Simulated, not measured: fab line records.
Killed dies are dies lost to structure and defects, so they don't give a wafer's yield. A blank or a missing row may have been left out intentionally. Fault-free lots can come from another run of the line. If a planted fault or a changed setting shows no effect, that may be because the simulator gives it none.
Comparing a struck lot with a sound one -- flow n5_finfet -- 40 steps out of a route of 1938
Sound: wafers L446.1, L446.4, L446.6. The struck wafers were L455.2, L455.4, L455.5. The cause is named last.
Order at every step that has rows: each side's tool, ch and its chambers, its first start. Under that, the readings that differ: sound wafers -- struck wafers -- difference of the means -- sigmas: that difference in standard deviations of wafers without a fault.
alike: same words and numbers on both sides, and readings whose means sit less than 2 such deviations apart. not compared: any withheld reading, any reading some wafer has no value for, any bound like >300 that may hide the same value, and any number with overlapping values for which the record gives no deviation.
Wherever a step has rows on one side only, a row that says differs or no value, or a row with sigmas, the two part there. Non-overlapping numbers with no deviation appear without sigmas and do not part them. A reading missing from all wafers of one side parts the sides only when that side holds two or more wafers.

N5_MOL_CONTACT_COAG_SIL_ANNEAL_21: time 60 s.
  sound on rtp_anneal-02 ch 0, day 6 18:10; struck on rtp_anneal-02 ch 0, day 9 12:56
  alike: lamp_power_pct, wafer_temp_C_max
then, 4 steps without rows for these wafers: N5_MOL_CONTACT_COAG_PRE_CLEAN_141 (time 60 s); N5_MOL_CONTACT_COAG_SPUTTER_143 (material Co, target thk 2.5 nm); N5_MOL_CONTACT_COAG_CO_FILL_22 (material Co, precursor CCTBA/H2, target thk 20 nm); N5_MOL_CONTACT_COAG_ANNEAL_113 (time 300 s).
N5_MOL_CONTACT_COAG_PRE_CLEAN_142: time 60 s.
  struck on pvd_sputter-02, day 9 18:40; sound on pvd_sputter-02, day 6 21:07
  alike: heater_power_w
then, 3 steps without rows for these wafers: N5_MOL_CONTACT_COAG_SPUTTER_130 (material Co, target thk 47.5 nm); N5_MOL_CONTACT_COAG_PRECLEAN_125 (cleans in DIW, time 57.5 s); N5_MOL_CONTACT_COAG_SRD_126 (dry time 32 s).
N5_MOL_CONTACT_COAG_CMP_23: polishes, stops on SiO2, t overpolish 1.5 s, target thk 0 nm.
  sound on cmp-01 ch 0,2,3, day 6 21:22; struck on cmp-04 ch 0,1,3, day 9 18:57
  alike: motor_current_A, overpolish_run_s, time_to_endpoint_s
N5_MOL_CONTACT_COAG_WET_ETCH_26: target Co, target depth 13 nm.
  sound on wet_bench-05 ch 2,5,6, day 6 21:43; struck on wet_bench-05 ch 0,1,2, day 9 19:16
then, 14 steps without rows for these wafers: N5_MOL_CONTACT_COAG_WET_ETCH_116 (etches the open film in SC1-inhibited, target depth 4.6 nm, rinse time 30 s); N5_MOL_CONTACT_COAG_ALD_27 (deposits SiOC, target thk 17 nm, pulse time 1.5 s, time 2720 s); N5_MOL_CONTACT_COAG_CMP_28 (polishes, stops on SiNx, t overpolish 0.85 s, target thk 14.522 nm); N5_MOL_CONTACT_COAG_ALD_123 (deposits SiNx, target thk 5 nm, pulse time 1 s, purge time 2 s); N5_MOL_CONTACT_COAG_PECVD_31 (deposits SiO2 from TEOS/O2, target thk 46 nm, time 8.9 s); N5_MOL_CONTACT_COAG_COAT_75 (time 60 s, resist thk 60 nm); N5_MOL_CONTACT_COAG_COAT_76 (time 60 s, resist thk 10 nm); N5_MOL_CONTACT_COAG_COAT_77 (time 60 s, resist thk 10 nm); N5_MOL_CONTACT_COAG_COAT_78 (resist thk 40 nm); N5_MOL_CONTACT_COAG_EBR_80; N5_MOL_CONTACT_COAG_SOFTBAKE_79 (time 60 s); N5_MOL_CONTACT_COAG_EXPOSE_81 (exposes mask VG, defocus 0 nm); N5_MOL_CONTACT_COAG_PEB_82 (peb time 60 s); N5_MOL_CONTACT_COAG_DEVELOP_83 (develop time 30 s).
N5_MOL_CONTACT_COAG_CD_MEAS_84: the cd target is 25.1 nm.
  sound on cd_sem-01 ch 0, day 7 00:56; struck on cd_sem-01 ch 0, day 10 00:53
  alike: cd_nm
N5_MOL_CONTACT_COAG_OVL_MEAS_85:
  sound on overlay-02 ch 0, day 7 00:58; struck on overlay-02 ch 0, day 10 00:55
  alike: VG_OVL
N5_MOL_CONTACT_COAG_INSPECT_57: inspects for defects (brightfield).
  struck on defect_inspect-02, day 10 00:58; sound on defect_inspect-02, day 7 01:01
reading,sound,struck,difference,sigmas
raw_defect_count,132 106 100,156 264 232,+105,+2
N5_MOL_CONTACT_COAG_DESCUM_88: chemistry O2, time 7 s.
  sound on rie_diel-01 ch 0,1,2, day 7 01:10; struck on rie_diel-01 ch 0,1, day 10 01:07
  alike: drypump_motor_current_A, oes_product_au, rf_vpp_V, showerhead_plenum_p_Torr, throttle_valve_pct
  not compared: rf_hours_counter_h
then, 2 steps without rows for these wafers: N5_MOL_CONTACT_COAG_ETCH_89 (etches underlayer in N2/H2, target depth 13 nm, time 10.4 s); N5_MOL_CONTACT_COAG_ETCH_90 (etches SiARC in CF4, target depth 13 nm, time 21.7 s).
N5_MOL_CONTACT_COAG_ALD_131: deposits SiO2, target thk 5 nm, pulse time 1 s, co reactant pulse time 1 s.
  sound on ald_sin-02 ch 1,2,3, day 7 01:18; struck on ald_sin-04 ch 0,1,2, day 10 01:22
  alike: heater_power_outer_w, heater_power_w, precursor_pulse_height_rel
then, 7 steps without rows for these wafers: N5_MOL_CONTACT_COAG_ETCHBACK_132 (etches SiO2 in CHF3, target depth 10 nm, time 6.7 s); N5_MOL_CONTACT_COAG_ETCH_91 (etches SOC in N2/H2, target depth 60 nm, overetch 21 nm, time 101.2 s); N5_MOL_CONTACT_COAG_STRIP_92 (strips in N2/H2); N5_MOL_CONTACT_COAG_STRIP_93 (strips in N2/H2); N5_MOL_CONTACT_COAG_ETCHBACK_135 (etches SiO2 in CHF3, target depth 25 nm, time 16.7 s); N5_MOL_CONTACT_COAG_STRIP_118 (strips in CHF3); N5_MOL_CONTACT_COAG_VIA_ETCH_46 (etches SiO2 in C4F6/O2, target depth 46 nm, overetch 9.2 nm, time 40 s).
-- a jump in the record: the struck wafers' starts before and after are 10 days apart (it breaks off in module MOL_CONTACT_COAG and resumes in module PASSIVATION, where the first step shown is number 1936 of the route) --
N5_PASSIVATION_PROBE_49:
  the record has rows for the struck wafers here (prober-01, day 19 16:12) and none for the sound ones

== WHERE THEY PART ==
First at N5_MOL_CONTACT_COAG_INSPECT_57; last, within this record, at N5_PASSIVATION_PROBE_49.

WHY: what the simulator had put in
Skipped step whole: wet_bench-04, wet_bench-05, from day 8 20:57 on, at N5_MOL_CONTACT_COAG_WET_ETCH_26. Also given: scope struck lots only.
